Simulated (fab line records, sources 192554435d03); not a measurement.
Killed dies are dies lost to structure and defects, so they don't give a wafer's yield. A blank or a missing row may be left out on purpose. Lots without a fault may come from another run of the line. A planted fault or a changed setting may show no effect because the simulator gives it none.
Which tool did it? | flow n5_finfet | 11 lots, 33 wafers sampled, at 5 steps of a route of 1938

WHAT THE GAUGES READ, wafer by wafer
N5_BEOL_M15_INSPECT_55: inspects for defects (darkfield).
lot  | measured     | on                | raw_defect_count
L261 | day 12 13:48 | defect_inspect-01 | 85 79 67
L262 | day 12 14:07 | defect_inspect-01 | 60 43 119
L264 | day 14 20:04 | defect_inspect-02 | 89 112 43
L267 | day 15 22:16 | defect_inspect-01 | 104 141 78
L274 | day 17 09:50 | defect_inspect-02 | 81 90 100
L273 | day 17 11:51 | defect_inspect-02 | 78 62 88
L263 | day 17 17:54 | defect_inspect-02 | 75 55 83
L277 | day 18 01:40 | defect_inspect-02 | 61 65 85
L280 | day 19 08:49 | defect_inspect-01 | 55 74 31
L281 | day 19 11:58 | defect_inspect-01 | 64 75 49
L284 | day 19 15:53 | defect_inspect-02 | 62 75 51

N5_MIM_BOT_LITHO_CD_MEAS_08: target cd 3000 nm.
lot  | measured     | on        | cd_nm (nm)
L261 | day 12 18:55 | cd_sem-02 | 2997.9 3001.1 2998.8
L262 | day 12 19:20 | cd_sem-02 | 2996.7 2994.8 2994.7
L264 | day 15 01:31 | cd_sem-02 | 3003.4 3001.4 3000.9
L267 | day 16 02:20 | cd_sem-01 | 2998.3 3000.0 3001.3
L274 | day 17 18:08 | cd_sem-01 | 2983.8 2981.9 2983.3
L273 | day 17 18:41 | cd_sem-01 | 2978.1 2980.8 2979.7
L263 | day 17 22:37 | cd_sem-02 | 2982.3 2982.9 2981.1
L277 | day 18 05:26 | cd_sem-03 | 2999.3 2996.9 3000.9
L280 | day 19 16:02 | cd_sem-02 | 2998.3 2997.7 2996.1
L281 | day 19 16:39 | cd_sem-02 | 2997.9 2996.9 2996.8
L284 | day 19 21:07 | cd_sem-03 | 3001.1 2999.8 2999.5

WHICH TOOL RAN EACH LOT (tool, then ch and the chambers of the sampled wafers, then the start)
lot  | N5_PASSIVATION_PECVD_00         | N5_MIM_BOT_DEGAS_01          | N5_MIM_BOT_LITHO_EXPOSE_05
L261 | pecvd-02 ch 0,2, day 12 14:47   | pvd_sputter-01, day 12 16:59 | krf_scanner-01 ch 0, day 12 18:45
L262 | pecvd-01 ch 0,2, day 12 15:07   | pvd_sputter-01, day 12 17:07 | krf_scanner-02 ch 0, day 12 19:10
L264 | pecvd-01 ch 0,1,2, day 14 21:04 | pvd_sputter-01, day 14 21:13 | krf_scanner-01 ch 0, day 15 01:20
L267 | pecvd-02 ch 0,2, day 15 23:15   | pvd_sputter-02, day 15 23:43 | krf_scanner-01 ch 0, day 16 02:10
L274 | pecvd-02 ch 0,2, day 17 10:50   | pvd_sputter-03, day 17 15:39 | krf_scanner-02 ch 0, day 17 17:58
L273 | pecvd-03 ch 0,1,2, day 17 12:50 | pvd_sputter-03, day 17 16:16 | krf_scanner-02 ch 0, day 17 18:31
L263 | pecvd-03 ch 1,2, day 17 18:59   | pvd_sputter-01, day 17 20:05 | krf_scanner-02 ch 0, day 17 22:26
L277 | pecvd-03 ch 0,2, day 18 02:39   | pvd_sputter-01, day 18 03:20 | krf_scanner-01 ch 0, day 18 05:16
L280 | pecvd-03 ch 0,1, day 19 09:48   | pvd_sputter-03, day 19 10:30 | krf_scanner-01 ch 0, day 19 15:52
L281 | pecvd-01 ch 0,2, day 19 12:58   | pvd_sputter-03, day 19 14:14 | krf_scanner-01 ch 0, day 19 16:28
L284 | pecvd-02 ch 0,1, day 19 16:53   | pvd_sputter-01, day 19 17:14 | krf_scanner-01 ch 0, day 19 20:56
- N5_PASSIVATION_PECVD_00: deposits SiO2 from SiH4/N2O, target thk 200 nm, time 11.2 s.
- N5_MIM_BOT_DEGAS_01: time 60 s.
- N5_MIM_BOT_LITHO_EXPOSE_05: exposes mask MIM BOT.

WHAT THE TOOLS THEMSELVES READ (means of the sampled wafers that have a number; where no wafer has one, the mark that the record gives instead)
N5_PASSIVATION_PECVD_00.
lot  | tool     | heater_power_w (W) | showerhead_plenum_p_Torr (Torr) | throttle_valve_pct (%)
L261 | pecvd-02 | 652                | 8.17                            | 50.8
L262 | pecvd-01 | 648                | 8.11                            | 50.7
L264 | pecvd-01 | 683                | 8.13                            | 49.3
L267 | pecvd-02 | 638                | 8.06                            | 51.1
L274 | pecvd-02 | 719                | 8.18                            | 51.0
L273 | pecvd-03 | 578                | 8.16                            | 51.0
L263 | pecvd-03 | 646                | 8.21                            | 49.5
L277 | pecvd-03 | 658                | 8.15                            | 51.6
L280 | pecvd-03 | 650                | 8.17                            | 52.5
L281 | pecvd-01 | 654                | 8.11                            | 51.4
L284 | pecvd-02 | 657                | 8.08                            | 50.0

N5_MIM_BOT_DEGAS_01.
lot  | tool           | heater_power_w (W)
L261 | pvd_sputter-01 | 427
L262 | pvd_sputter-01 | 446
L264 | pvd_sputter-01 | 481
L267 | pvd_sputter-02 | 433
L274 | pvd_sputter-03 | 455
L273 | pvd_sputter-03 | 413
L263 | pvd_sputter-01 | 469
L277 | pvd_sputter-01 | 448
L280 | pvd_sputter-03 | 438
L281 | pvd_sputter-03 | 451
L284 | pvd_sputter-01 | 444

N5_MIM_BOT_LITHO_EXPOSE_05.
lot  | tool           | exposure_dose_mJ_cm2
L261 | krf_scanner-01 | 24.236
L262 | krf_scanner-02 | 24.305
L264 | krf_scanner-01 | 24.252
L267 | krf_scanner-01 | 24.236
L274 | krf_scanner-02 | 21.692
L273 | krf_scanner-02 | 21.719
L263 | krf_scanner-02 | 21.725
L277 | krf_scanner-01 | 24.255
L280 | krf_scanner-01 | 24.235
L281 | krf_scanner-01 | 24.261
L284 | krf_scanner-01 | 24.250

THE ANSWER, worked out from the rows above alone
Rule: what is usual is taken from the lots themselves. Put in order of their means at a reading, lots are off if they are a third of the lots or fewer, leave a main group of 4 or more, and stand apart from it by a gap of 3 or more times the standard deviation of the main group's means; of several such gaps the widest counts. A main group whose means are all the same, to the digits that the tables above print for the reading, isn't used. A lot without any number at a reading at which 4 lots or more have one is off too. The other lots that the step has rows for count as sound. The gauges are gone through in route order, then the tools' own readings, and for those a lot's mean is taken as printed above. The first step at which some lot is off is used, and at that step the reading that is off furthest; a lot without a number counts as furthest.
Off: L274, L273, L263, at N5_MIM_BOT_LITHO_CD_MEAS_08 (cd_nm). The main group: mean 2998.8 nm, standard deviation 1.9.
A tool fits if, at a process step before that reading, it ran every lot that is off, and no sound lot after the first of them. The gauges at N5_MIM_BOT_LITHO_CD_MEAS_08 aren't tried: what is off there is off at N5_MIM_BOT_LITHO_EXPOSE_05 too, on other tools, and a gauge's error can't cause that. One fits: krf_scanner-02 at N5_MIM_BOT_LITHO_EXPOSE_05. Its last sound lot is L262 (day 12 19:10), its first lot that is off L274 (day 17 17:58): a fault that began between those two fits.
The tool's own readings at N5_MIM_BOT_LITHO_EXPOSE_05 bear it out: on the lots that are off they differ by more than 5 times the standard deviation of the sound lots' means. exposure_dose_mJ_cm2 reads 21.712 there against 24.254 on the sound lots.

WHAT THE SIMULATOR HAD PUT IN
Process parameter drift: krf_scanner-02, from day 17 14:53 on, at N5_MIM_BOT_LITHO_EXPOSE_05. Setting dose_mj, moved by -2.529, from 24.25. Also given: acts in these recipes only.
Lots struck among those shown: L274, L273, L263. The rule above found the same.
